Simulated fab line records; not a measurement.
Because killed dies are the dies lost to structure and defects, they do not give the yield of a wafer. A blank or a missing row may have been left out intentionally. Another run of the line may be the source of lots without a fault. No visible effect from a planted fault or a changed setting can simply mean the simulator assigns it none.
Chamber matching	flow nand harc	NHARC_P_GATE_DESCUM_31 on rie diel-06: 4 sister chambers
The step chemistry O2, time 3 s. 8 wafers are shown with their chamber, then 7 later ones without.

## WAFERS, EACH WITH ITS CHAMBER
wafer	chamber	showerhead plenum p Torr (Torr)	drypump motor current A (A)
L870.1	2	2.00	6.1
L872.4	1	1.79	6.2
L885.3	0	2.06	6.6
L885.5	0	2.06	6.6
L887.3	2	1.99	6.0
L887.6	3	1.89	5.6
L889.2	3	1.89	5.6
L889.3	1	1.78	6.2

## WAFERS WHOSE CHAMBER IS MISSING
wafer	showerhead plenum p Torr (Torr)	drypump motor current A (A)
L889.5	1.78	6.1
L892.1	1.78	6.2
L892.3	2.06	6.6
L892.5	1.99	6.1
L893.2	1.78	6.1
L893.3	2.06	6.6
L893.4	1.99	6.0

## THE CHAMBER EACH PASSED THROUGH
wafer	from the rows above	in truth
L889.5	1	1
L892.1	1	1
L892.3	0	0
L892.5	2	2
L893.2	1	1
L893.3	0	0
L893.4	2	2
Placed correctly: 7 of 7. Number that these rows cannot place: 0. Number placed wrongly: 0.
How it was worked out, from the rows above alone: a wafer's distance from a chamber is the root of the sum, over the readings, of the square of ((its reading less the chamber's mean) divided by the reading's scatter). If the next closest chamber is less than 2 further off than the closest, the wafer can't be placed; otherwise it belongs to the closest. Each chamber's mean is taken over the wafers shown for it. How the scatter is found: for the shown wafers, subtract from each reading the mean of its chamber, square and add these, divide the total by (wafers less chambers), then take the root.
